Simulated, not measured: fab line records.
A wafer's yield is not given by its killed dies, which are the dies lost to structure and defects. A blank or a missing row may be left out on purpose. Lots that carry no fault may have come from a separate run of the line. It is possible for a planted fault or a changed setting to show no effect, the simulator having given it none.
What tool caused it?    flow nand harc    12 lots with 36 wafers sampled at 2 steps, on a route of 1159 steps

WHAT THE GAUGES READ, wafer by wafer
NHARC_P_M0_OVL_MEAS_10: pitch 180 nm.
lot   measured      on          overlay x nm (nm)
L075  day 6 07:58   overlay-02  -0.7 -0.4 -1.1
L078  day 6 20:46   overlay-01  0.6 1.2 1.0
L079  day 7 00:41   overlay-01  1.3 0.8 1.2
L081  day 7 15:00   overlay-01  -1.2 -1.0 -1.0
L083  day 8 05:06   overlay-02  0.5 -0.2 0.4
L088  day 8 21:13   overlay-02  0.0 0.1 0.5
L086  day 9 03:13   overlay-01  -0.1 0.7 0.0
L089  day 9 13:58   overlay-01  0.9 0.8 0.8
L091  day 9 22:29   overlay-01  -0.5 -0.3 -0.6
L092  day 10 18:25  overlay-02  0.7 0.3 1.6
L095  day 11 02:56  overlay-01  -0.3 -0.8 -0.6
L097  day 11 10:54  overlay-01  -0.2 -0.2 0.0

EACH LOT AND THE TOOL THAT RAN IT (in order: tool; ch and the chambers of the sampled wafers; start)
lot   NHARC_P_GATE_RTA_82
L075  rtp anneal-02 ch 0, day 5 20:52
L078  rtp anneal-01 ch 0, day 6 08:52
L079  rtp anneal-01 ch 0, day 6 16:52
L081  rtp anneal-02 ch 0, day 7 08:10
L083  rtp anneal-01 ch 0, day 7 16:55
L088  rtp anneal-01 ch 0, day 8 15:08
L086  rtp anneal-02 ch 0, day 8 18:20
L089  rtp anneal-01 ch 0, day 9 03:29
L091  rtp anneal-02 ch 0, day 9 13:00
L092  rtp anneal-02 ch 0, day 10 07:35
L095  rtp anneal-01 ch 0, day 10 20:24
L097  rtp anneal-01 ch 0, day 11 03:05
- NHARC_P_GATE_RTA_82: time 30 s.

THE ANSWER, worked out from the rows above alone
Rule: usual is defined by the lots themselves. Put in order of their means at a reading, lots are off if they are a third of the lots or fewer, leave a main group of 4 or more, and stand apart from it by a gap of 3 or more times the standard deviation of the main group's means; of several such gaps the widest counts. If all means in a main group match to the digits the tables above print for the reading, that group is not used. A lot without any number at a reading at which 4 lots or more have one is off too. All remaining lots with rows at the step are treated as sound.
Across all readings shown, no lot is off: no conclusion can be drawn from this.

WHAT THE SIMULATOR HAD INSERTED
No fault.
